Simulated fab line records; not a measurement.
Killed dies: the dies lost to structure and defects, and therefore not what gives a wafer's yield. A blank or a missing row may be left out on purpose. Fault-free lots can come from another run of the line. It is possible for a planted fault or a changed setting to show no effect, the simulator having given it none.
Chamber matching | flow n5 finfet | N5_BEOL_M0_SAQP_CUT_ETCH_46 on rie diel-05 has 4 sister chambers
The step etches SOC in N2/H2, target depth 135 nm, overetch 27 nm, time 202.5 s. 4 wafers are shown with their chamber, then 7 later ones without.

EACH WAFER AND ITS CHAMBER
wafer  | chamber | drypump motor current A (A)
L079.3 | 2       | 6.2
L080.6 | 0       | 5.8
L089.2 | 3       | 6.4
L089.4 | 1       | 5.3

WAFERS WITH NO CHAMBER GIVEN
wafer  | drypump motor current A (A)
L089.5 | 5.8
L090.1 | 5.8
L090.4 | 5.4
L090.5 | 5.4
L097.4 | 6.2
L097.5 | 5.8
L097.6 | 5.4

THE CHAMBER EACH PASSED THROUGH
wafer  | from the rows above | in truth
L089.5 | 0                   | 0
L090.1 | 0                   | 0
L090.4 | 1                   | 1
L090.5 | 1                   | 1
L097.4 | 2                   | 2
L097.5 | 0                   | 0
L097.6 | 1                   | 1
Correctly placed: 7 of 7. Not placeable from these rows: 0. Number placed wrongly: 0.
How it was worked out, from the rows above alone: a wafer's distance from a chamber is the root of the sum, over the readings, of the square of ((its reading less the chamber's mean) divided by the reading's scatter). The wafer belongs to the nearest chamber; if the next one is less than 2 further off, it can't be placed. Each chamber's mean is taken over the wafers shown for it. The scatter: root of mean squared gap, hidden wafer to nearest shown wafer, with one shown wafer a chamber.
